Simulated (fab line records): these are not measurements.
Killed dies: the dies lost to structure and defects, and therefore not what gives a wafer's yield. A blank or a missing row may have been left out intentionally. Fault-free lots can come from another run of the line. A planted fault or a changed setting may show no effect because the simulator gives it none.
Matching of chambers ; flow n5_finfet ; N5_BEOL_M11_ALD_74 on ald_metal-02 has 4 sister chambers
The step deposits TaN, target thk 2 nm, pulse time 2 s, purge time 3 s. 8 wafers are shown with their chamber, then 8 later ones without.

== WAFERS WITH THEIR CHAMBER ==
wafer;chamber;heater_power_w (W);susceptor_temp_C (C)
L202.6;0;394;275.19
L206.4;0;394;275.00
L207.6;2;409;274.83
L208.2;2;422;274.88
L208.4;1;459;275.20
L208.5;3;418;275.03
L210.1;3;427;274.87
L210.3;1;450;275.00

== WAFERS WITH NO CHAMBER GIVEN ==
wafer;heater_power_w (W);susceptor_temp_C (C)
L210.4;408;275.02
L213.4;418;274.99
L213.5;412;275.13
L211.4;417;274.98
L211.6;428;274.87
L222.2;391;275.05
L222.3;380;275.25
L222.4;379;275.05

== EACH ONE'S CHAMBER ==
wafer;from the rows above;in truth
L210.4;can't be placed: 2 or 0 or 3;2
L213.4;can't be placed: 3 or 2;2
L213.5;can't be placed: 3 or 2 or 0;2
L211.4;can't be placed: 3 or 2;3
L211.6;can't be placed: 3 or 2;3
L222.2;0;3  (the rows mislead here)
L222.3;0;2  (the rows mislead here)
L222.4;0;0
1 of 8 placed correctly. Cannot be placed on the basis of these rows: 5; the candidates contain the true chamber in 5. Number placed wrongly: 2.
How it was worked out, from the rows above alone: a wafer's distance from a chamber is the root of the sum, over the readings, of the square of ((its reading less the chamber's mean) divided by the reading's scatter). If the next closest chamber is less than 2 further off than the closest, the wafer can't be placed; otherwise it belongs to the closest. A chamber's mean is the mean of its shown wafers. The scatter is the square root of a quotient: the sum, over the shown wafers, of each reading's squared deviation from its chamber's mean, divided by wafers minus chambers.
